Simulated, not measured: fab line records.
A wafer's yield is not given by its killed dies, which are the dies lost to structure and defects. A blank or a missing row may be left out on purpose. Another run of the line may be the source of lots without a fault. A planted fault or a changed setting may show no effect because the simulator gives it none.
Which tool did it? / flow n5_finfet / 6 lots with 18 wafers sampled at 3 steps, on a route of 1938 steps

## WHAT EACH GAUGE READ, for each wafer
N5_BEOL_M8_OVL_MEAS_12.
lot=L784; measured=day 9 12:46; on=overlay-02; M8_OVL (nm)=-0.2 -0.4 -0.3
lot=L786; measured=day 9 23:46; on=overlay-01; M8_OVL (nm)=-0.7 -1.2 -1.4
lot=L791; measured=day 11 08:35; on=overlay-02; M8_OVL (nm)=19.3 18.2 17.6
lot=L793; measured=day 11 16:29; on=overlay-02; M8_OVL (nm)=-1.0 -0.7 0.0
lot=L803; measured=day 14 05:28; on=overlay-01; M8_OVL (nm)=-0.5 -1.2 -1.4
lot=L806; measured=day 15 15:58; on=overlay-01; M8_OVL (nm)=-1.2 -0.7 -0.8

## TOOL THAT RAN EACH LOT (tool first, then ch and the chambers of the sampled wafers, then the start)
lot=L784; N5_BEOL_M8_HM_DEP_02=pvd_sputter-03, day 9 12:22; N5_BEOL_M8_EXPOSE_08=arfi_scanner-03 ch 0, day 9 12:38
lot=L786; N5_BEOL_M8_HM_DEP_02=pvd_sputter-02, day 9 23:22; N5_BEOL_M8_EXPOSE_08=arfi_scanner-01 ch 0, day 9 23:37
lot=L791; N5_BEOL_M8_HM_DEP_02=pvd_sputter-02, day 11 08:11; N5_BEOL_M8_EXPOSE_08=arfi_scanner-01 ch 0, day 11 08:26
lot=L793; N5_BEOL_M8_HM_DEP_02=pvd_sputter-01, day 11 16:05; N5_BEOL_M8_EXPOSE_08=arfi_scanner-02 ch 0, day 11 16:20
lot=L803; N5_BEOL_M8_HM_DEP_02=pvd_sputter-01, day 14 04:56; N5_BEOL_M8_EXPOSE_08=arfi_scanner-03 ch 0, day 14 05:18
lot=L806; N5_BEOL_M8_HM_DEP_02=pvd_sputter-01, day 15 15:26; N5_BEOL_M8_EXPOSE_08=arfi_scanner-03 ch 0, day 15 15:49
- N5_BEOL_M8_HM_DEP_02: deposits TiN, target thk 20 nm.
- N5_BEOL_M8_EXPOSE_08: exposes mask M8.

## THE ANSWER, worked out from the rows above alone
Rule: what is usual is taken from the lots themselves. Put in order of their means at a reading, lots are off if they are a third of the lots or fewer, leave a main group of 4 or more, and stand apart from it by a gap of 3 or more times the standard deviation of the main group's means; of several such gaps the widest counts. The tables above print the reading to a certain number of digits; a main group whose means all agree to those digits is not used. A lot without any number at a reading at which 4 lots or more have one is off too. The other lots that the step has rows for count as sound.
Off: L791, seen at N5_BEOL_M8_OVL_MEAS_12 (M8_OVL). The main group: mean -0.8 nm, standard deviation 0.3.
A tool fits if, at a process step before that reading, it ran every lot that is off, and no sound lot after the first of them. Gauges at N5_BEOL_M8_OVL_MEAS_12: tried the same way as those tools. 2 tools fit, pvd_sputter-02 at N5_BEOL_M8_HM_DEP_02 and arfi_scanner-01 at N5_BEOL_M8_EXPOSE_08, so this cannot tell which one it is.

## WHAT THE SIMULATOR PUT IN
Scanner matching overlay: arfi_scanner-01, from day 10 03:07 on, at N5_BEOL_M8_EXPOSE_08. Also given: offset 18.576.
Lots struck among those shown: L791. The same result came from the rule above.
